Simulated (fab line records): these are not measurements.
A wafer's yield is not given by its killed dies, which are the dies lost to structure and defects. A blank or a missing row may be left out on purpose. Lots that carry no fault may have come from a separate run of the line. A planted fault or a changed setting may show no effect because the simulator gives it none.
Comparing a struck lot with a sound one || flow nand harc || 39 out of 1302 route steps
Sound: these wafers, L987.1, L987.3, L987.5. Struck: wafers L996.1, L996.2, L996.4. At the end, the cause is stated.
Per side, at each step with rows, come the tool, then ch with its chambers, and then its first start. Under that, the readings that differ: sound wafers || struck wafers || difference of the means || sigmas: that difference in standard deviations of wafers without a fault.
alike: a reading whose means differ by less than 2 such deviations, as well as words and numbers matching on both sides. not compared: withheld readings; readings where some wafer has no value; bounds like >300 that might hide an equal value; numbers whose values overlap and for which the record gives no deviation.
The two part at a step that has a row with sigmas, a row that says differs or no value, or rows on one side only. When numbers do not overlap yet have no deviation, they are printed without sigmas and do not part them. A reading missing from all wafers of one side parts the sides only when that side holds two or more wafers.

first, 10 steps without rows for these wafers: NHARC_A_CHANNEL_HOLE_D2_DEP_00 (deposits aC, target thk 3100 nm); NHARC_A_CHANNEL_HOLE_D2_DEP_01 (deposits SiON, target thk 140 nm); NHARC_A_CHANNEL_HOLE_D2_DEHYDRATE_02 (time 120 s); NHARC_A_CHANNEL_HOLE_D2_HMDS_03 (time 30 s); NHARC_A_CHANNEL_HOLE_D2_COAT_36 (time 75 s); NHARC_A_CHANNEL_HOLE_D2_COAT_37 (time 65 s); NHARC_A_CHANNEL_HOLE_D2_COAT_04 (resist thk 90 nm); NHARC_A_CHANNEL_HOLE_D2_SOFTBAKE_05 (time 55 s); NHARC_A_CHANNEL_HOLE_D2_EBR_06; NHARC_A_CHANNEL_HOLE_D2_EXPOSE_07 (exposes mask HOLE D2, target cd 100 nm).
NHARC_A_CHANNEL_HOLE_D2_PEB_08: peb time 65 s.
  sound on litho track-04 ch 0, day 16 13:08; struck on litho track-04 ch 0, day 20 01:43
{"reading": "heater power total W (W)", "sound": "156.0 157.2 156.7", "struck": "187.2 186.2 187.3", "difference": "+30.3", "sigmas": "+76"}
then, 1 step without rows for these wafers: NHARC_A_CHANNEL_HOLE_D2_DEVELOP_09 (develop time 35 s).
NHARC_A_CHANNEL_HOLE_D2_CD_MEAS_10: target cd 100 nm.
  sound on cd sem-01 ch 0, day 16 13:13; struck on cd sem-03 ch 0, day 20 01:48
{"reading": "cd nm (nm)", "sound": "99.9 100.1 101.3", "struck": "91.5 90.1 90.4", "difference": -9.8, "sigmas": -17}
NHARC_A_CHANNEL_HOLE_D2_DESCUM_15: chemistry O2, time 3 s.
  sound on rie diel-03 ch 1,2, day 16 13:25; struck on rie diel-03 ch 0,1,3, day 20 01:59
{"reading": "model.A_CHANNEL_HOLE_D2.cd nm (nm)", "sound": "100.7 100.9 101.9", "struck": "92.39 89.9 90.15", "difference": -10.35, "sigmas": ""}
  alike: drypump motor current A, o2 flow sccm, oes product au, rf vpp V, showerhead plenum p Torr, throttle valve pct
  not compared: rf hours counter h
then, 4 steps without rows for these wafers: NHARC_A_CHANNEL_HOLE_D2_ETCH_38 (etches the open film in CF4, target depth 39 nm, time 65 s); NHARC_A_CHANNEL_HOLE_D2_ETCH_39 (etches the open film in N2/H2, target depth 260 nm, time 325 s); NHARC_A_CHANNEL_HOLE_D2_ETCH_34 (etches the open film in CF4/CHF3, target depth 154 nm, time 77 s); NHARC_A_CHANNEL_HOLE_D2_ETCH_16 (etches the open film in O2/COS, target depth 3100 nm, time 806 s).
NHARC_A_CHANNEL_HOLE_D2_CD_MEAS_18:
  struck on cd sem-03, day 20 03:07; sound on cd sem-03, day 16 14:31
{"reading": "cd nm (nm)", "sound": "105.5 101.0 104.9", "struck": "93.2 89.8 87.1", "difference": -13.8, "sigmas": -6}
then, 12 steps without rows for these wafers: NHARC_A_CHANNEL_HOLE_D2_ETCH_19 (etches the open film in C4F8/O2/Ar, time 34.5 s); NHARC_A_CHANNEL_HOLE_D2_ETCH_20 (etches the open film in C4F8/O2/Ar, time 361.9 s, target depth 1600 nm); NHARC_A_CHANNEL_HOLE_D2_ETCH_21 (etches the open film in C4F8/O2/Ar, time 514.3 s, target depth 1600 nm); NHARC_A_CHANNEL_HOLE_D2_ETCH_22 (etches the open film in C4F8/O2/Ar, time 666.7 s, target depth 1600 nm); NHARC_A_CHANNEL_HOLE_D2_ETCH_23 (etches the open film in C4F8/O2/Ar, time 819 s, target depth 1600 nm); NHARC_A_CHANNEL_HOLE_D2_ETCH_24 (etches the open film in C4F8/O2/Ar, time 906.2 s, target depth 1500 nm); NHARC_A_CHANNEL_HOLE_D2_ETCH_25 (etches the open film in C4F8/O2/Ar, time 1040.2 s, target depth 1500 nm); NHARC_A_CHANNEL_HOLE_D2_ETCH_26 (etches the open film in C4F8/O2/Ar, time 224.1 s, target depth 300 nm); NHARC_A_CHANNEL_HOLE_D2_ETCH_27 (etches the open film in C4F8/O2/Ar, time 90 s, target depth 400 nm); NHARC_A_CHANNEL_HOLE_D2_STRIP_41 (strips in N2/H2); NHARC_A_CHANNEL_HOLE_D2_STRIP_42 (strips in CF4/CHF3); NHARC_A_CHANNEL_HOLE_D2_STRIP_43 (strips in O2/COS).
NHARC_A_CHANNEL_HOLE_D2_ETCH_44: etches the open film in CF4/O2, target depth 140 nm, overetch 14 nm, time 77 s.
  sound on rie diel-03 ch 0,1, day 16 23:17; struck on rie diel-01 ch 1,2,3, day 20 07:53
{"reading": "model.A_CHANNEL_HOLE_D2.cd nm (nm)", "sound": "91.35 91.83 92.71", "struck": "78.95 79.59 82.98", "difference": -11.46, "sigmas": ""}
  alike: drypump motor current A, o2 flow sccm, oes product au, rf vpp V, showerhead plenum p Torr, throttle valve pct
  not compared: rf hours counter h
then, 3 steps without rows for these wafers: NHARC_A_CHANNEL_HOLE_D2_STRIP_28 (strips in O2); NHARC_A_CHANNEL_HOLE_D2_PRECLEAN_29 (cleans in SC1); NHARC_A_CHANNEL_HOLE_D2_SRD_30.
NHARC_A_CHANNEL_HOLE_D2_CD_MEAS_31:
  struck on cd sem-03, day 20 08:41; sound on cd sem-03, day 17 00:05
{"reading": "cd nm (nm)", "sound": "89.9 92.0 92.5", "struck": "79.4 78.9 83.2", "difference": -11.0, "sigmas": -6}
NHARC_A_CHANNEL_HOLE_D2_XSEM_32:
  sound on xsem-02 ch 0, day 17 00:11; struck on xsem-01 ch 0, day 20 08:46
{"reading": "bot cd nm (nm)", "sound": "74.8 77.2 77.8", "struck": "63.8 63.6 67.6", "difference": -11.6, "sigmas": -6}
{"reading": "bow nm (nm)", "sound": "8.85 8.79 8.64", "struck": "8.13 8.13 8.12", "difference": -0.63, "sigmas": -3}
  alike: tilt deg
-- break in the record here, with 11 days between the starts of the struck wafers on either side (left off in module A_CHANNEL_HOLE_D2, picked up again in module END, where the first step shown is number 1301 on the route) --
NHARC_END_WLT_00:
  struck on prober-01, day 31 03:45; sound on prober-01, day 27 18:35
{"reading": "VT_DECK2_BOTTOM", "sound": "0.877 0.880 0.877", "struck": "0.841 0.832 0.850", "difference": -0.037, "sigmas": -5}
{"reading": "VT_DECK2_BOTTOM_INNER", "sound": "0.869 0.874 0.874", "struck": "0.838 0.840 0.846", "difference": -0.031, "sigmas": -5}
{"reading": "VT_DECK2_MEDIAN_NEAR_BOTTOM", "sound": "0.865 0.881 0.876", "struck": "0.842 0.837 0.843", "difference": -0.033, "sigmas": -5}
{"reading": "VT_DECK2_MEDIAN_NEAR_BOTTOM_INNER", "sound": "0.873 0.879 0.880", "struck": "0.831 0.834 0.854", "difference": -0.038, "sigmas": -6}
{"reading": "VT_DECK2_MIDDLE", "sound": "0.884 0.889 0.879", "struck": "0.857 0.860 0.857", "difference": -0.026, "sigmas": -4}
{"reading": "VT_DECK2_MIDDLE_INNER", "sound": "0.882 0.882 0.883", "struck": "0.856 0.852 0.857", "difference": -0.027, "sigmas": -5}
{"reading": "VT_DECK2_TOP", "sound": "0.899 0.892 0.900", "struck": "0.870 0.872 0.874", "difference": -0.025, "sigmas": -4}
{"reading": "VT_DECK2_TOP_INNER", "sound": "0.895 0.897 0.898", "struck": "0.879 0.875 0.875", "difference": -0.020, "sigmas": -3}
  alike: VT_DECK1_BOTTOM, VT_DECK1_BOTTOM_INNER, VT_DECK1_MEDIAN_NEAR_BOTTOM, VT_DECK1_MEDIAN_NEAR_BOTTOM_INNER, VT_DECK1_MIDDLE, VT_DECK1_MIDDLE_INNER, VT_DECK1_TOP, VT_DECK1_TOP_INNER
NHARC_END_SORT_01:
  sound on prober-01 ch 0, day 27 21:32; struck on prober-01 ch 0, day 31 06:44
  alike: killed at array, killed at other, killed at periphery, killed dies, killed open, killed short

== WHERE THEY PART ==
First at NHARC_A_CHANNEL_HOLE_D2_PEB_08; last, within this record, at NHARC_END_WLT_00. Later steps at which nothing parts them and some readings are alike: NHARC_END_SORT_01.

WHY: whatever the simulator had introduced
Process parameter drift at NHARC_A_CHANNEL_HOLE_D2_PEB_08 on litho track-04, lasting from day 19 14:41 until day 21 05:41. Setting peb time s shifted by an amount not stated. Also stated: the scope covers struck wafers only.
